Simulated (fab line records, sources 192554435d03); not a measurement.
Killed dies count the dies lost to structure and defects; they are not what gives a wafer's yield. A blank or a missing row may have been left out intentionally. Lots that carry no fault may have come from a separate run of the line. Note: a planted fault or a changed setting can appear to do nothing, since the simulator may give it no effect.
The tool behind it: which one? | flow n5 finfet | Sampling: 7 lots, 19 wafers, 3 of 1938 route steps

== WHAT EACH GAUGE READ, for each wafer ==
N5_BEOL_M6_OCD_MEAS_38.
lot  | measured     | on     | trench depth nm (nm)
L739 | day 9 05:20  | ocd-02 | 93.8 94.2 94.1
L742 | day 9 23:34  | ocd-02 | 93.5 93.0 95.4
L746 | day 10 14:37 | ocd-01 | 93.0 93.1
L754 | day 12 21:04 | ocd-02 | 124.5 93.8
L757 | day 13 23:26 | ocd-01 | 99.1 95.8 93.2
L759 | day 14 18:28 | ocd-02 | 96.3 94.2 94.0
L761 | day 15 05:32 | ocd-01 | 95.5 88.6 94.6

== WHAT TOOL EACH LOT RAN ON (gives the tool, then ch and the chambers of the sampled wafers, and finally the start) ==
lot  | N5_BEOL_M6_ETCH_66                 | N5_BEOL_M6_TRENCH_ETCH_37
L739 | rie diel-01 ch 0,1,2, day 9 04:59  | rie diel-01 ch 0,1,2, day 9 05:11
L742 | rie diel-04 ch 2,3, day 9 23:13    | rie diel-04 ch 2,3, day 9 23:25
L746 | rie diel-01 ch 1, day 10 14:16     | rie diel-01 ch 1, day 10 14:28
L754 | rie diel-01 ch 2,3, day 12 20:43   | rie diel-01 ch 2,3, day 12 20:55
L757 | rie diel-04 ch 0,2,3, day 13 23:06 | rie diel-04 ch 0,2,3, day 13 23:17
L759 | rie diel-04 ch 1,2, day 14 18:07   | rie diel-04 ch 1,2, day 14 18:19
L761 | rie diel-02 ch 2,3, day 15 05:11   | rie diel-02 ch 2,3, day 15 05:22
- N5_BEOL_M6_ETCH_66: etches SOC in N2/H2, target depth 80 nm, overetch 16 nm, time 120 s.
- N5_BEOL_M6_TRENCH_ETCH_37: etches SiCOH lowk in C4F6/O2, target depth 94.435 nm, time 31.5 s.

== THE ANSWER, worked out from the rows above alone ==
Rule: usual is defined by the lots themselves. Put in order of their means at a reading, lots are off if they are a third of the lots or fewer, leave a main group of 4 or more, and stand apart from it by a gap of 3 or more times the standard deviation of the main group's means; of several such gaps the widest counts. If all means in a main group match to the digits the tables above print for the reading, that group is not used. Also off: a lot with no number at a reading for which 4 or more lots have one. All remaining lots with rows at the step are treated as sound.
Off at N5_BEOL_M6_OCD_MEAS_38 (trench depth nm): L754. The main group: mean 94.1 nm, standard deviation 1.1.
A tool fits if, at a process step before that reading, it ran every lot that is off, and no sound lot after the first of them. Gauges at N5_BEOL_M6_OCD_MEAS_38: tried the same way as those tools. One fits: rie diel-01 at N5_BEOL_M6_ETCH_66 and N5_BEOL_M6_TRENCH_ETCH_37. At N5_BEOL_M6_ETCH_66 its last sound lot is L746 (day 10 14:16), its first lot that is off L754 (day 12 20:43): a fault that began between those two fits.

== WHAT THE SIMULATOR HAD PUT IN ==
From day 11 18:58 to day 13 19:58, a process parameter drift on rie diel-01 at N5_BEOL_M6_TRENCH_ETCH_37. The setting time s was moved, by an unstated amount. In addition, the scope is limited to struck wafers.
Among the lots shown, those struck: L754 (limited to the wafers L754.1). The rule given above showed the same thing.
